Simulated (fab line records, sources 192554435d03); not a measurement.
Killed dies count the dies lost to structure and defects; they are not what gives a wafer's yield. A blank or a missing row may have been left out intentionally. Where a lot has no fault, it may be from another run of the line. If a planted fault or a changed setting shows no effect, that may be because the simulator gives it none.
Chamber matching -- flow n5 finfet -- ald sin-02 running N5_FIN_SAQP_SPACER2_ALD_28: 4 sister chambers
The step deposits SiO2, target thk 8.1 nm, pulse time 1 s, purge time 2 s. 8 wafers are shown with their chamber, then 7 later ones without.

== WAFERS WITH THEIR CHAMBER ==
wafer,chamber,heater power w (W),precursor pulse height rel
L074.6,1,453,1.008
L076.6,2,455,0.980
L083.2,2,456,1.014
L090.1,1,452,0.973
L090.3,3,437,0.991
L090.4,0,523,0.967
L092.1,3,435,0.968
L092.2,0,516,0.976

== WAFERS WHOSE CHAMBER IS MISSING ==
wafer,heater power w (W),precursor pulse height rel
L092.4,444,1.007
L093.2,459,0.951
L093.5,523,0.996
L093.6,454,0.975
L097.1,456,1.002
L097.2,444,0.995
L097.5,465,0.982

== EACH ONE'S CHAMBER ==
wafer,from the rows above,in truth
L092.4,can't be placed: 1 or 3 or 2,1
L093.2,can't be placed: 2 or 1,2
L093.5,0,0
L093.6,can't be placed: 1 or 2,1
L097.1,can't be placed: 2 or 1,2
L097.2,can't be placed: 3 or 1 or 2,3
L097.5,can't be placed: 2 or 1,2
1 of 7 placed correctly. Can't be placed from these rows: 6 (the true chamber is among the candidates in 6). Wrongly placed: 0.
How it was worked out, from the rows above alone: a wafer's distance from a chamber is the root of the sum, over the readings, of the square of ((its reading less the chamber's mean) divided by the reading's scatter). The wafer belongs to the nearest chamber; if the next one is less than 2 further off, it can't be placed. The mean given for a chamber averages the wafers shown for that chamber. The scatter is the square root of a quotient: the sum, over the shown wafers, of each reading's squared deviation from its chamber's mean, divided by wafers minus chambers.
